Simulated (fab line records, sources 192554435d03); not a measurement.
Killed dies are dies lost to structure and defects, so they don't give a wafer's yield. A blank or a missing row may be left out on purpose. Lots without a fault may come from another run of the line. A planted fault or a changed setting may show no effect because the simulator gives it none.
Chamber matching | flow n5_finfet | N5_BEOL_M6_CURE_75 on uv_cure-01: 3 sister chambers
The step cures SiCOH lowk, time 120 s. 3 wafers are shown with their chamber, then 9 later ones without.

WAFERS WITH THEIR CHAMBER
wafer  | chamber | wafer_temp_C_max
L080.6 | 1       | 371.6
L082.5 | 0       | 371.3
L085.5 | 2       | 371.2

WAFERS WITHOUT THEIR CHAMBER
wafer  | wafer_temp_C_max
L089.1 | 371.0
L089.3 | 371.0
L089.4 | 370.9
L091.1 | 370.6
L091.2 | 370.7
L091.5 | 370.7
L093.1 | 372.1
L093.2 | 371.8
L093.5 | 371.6

WHICH CHAMBER EACH WENT THROUGH
wafer  | from the rows above          | in truth
L089.1 | can't be placed: 2 or 0 or 1 | 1
L089.3 | can't be placed: 2 or 0 or 1 | 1
L089.4 | can't be placed: 2 or 0 or 1 | 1
L091.1 | can't be placed: 2 or 0 or 1 | 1
L091.2 | can't be placed: 2 or 0 or 1 | 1
L091.5 | can't be placed: 2 or 0 or 1 | 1
L093.1 | can't be placed: 1 or 0 or 2 | 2
L093.2 | can't be placed: 1 or 0 or 2 | 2
L093.5 | can't be placed: 1 or 0 or 2 | 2
Placed correctly: 0 of 9. Can't be placed from these rows: 9 (the true chamber is among the candidates in 9). Placed wrongly: 0.
How it was worked out, from the rows above alone: a wafer's distance from a chamber is the root of the sum, over the readings, of the square of ((its reading less the chamber's mean) divided by the reading's scatter). The wafer belongs to the nearest chamber; if the next one is less than 2 further off, it can't be placed. A chamber's mean is the mean of its shown wafers. The scatter: with one shown wafer a chamber, the root of the mean of the squares of how far each hidden wafer lies from its nearest shown one.
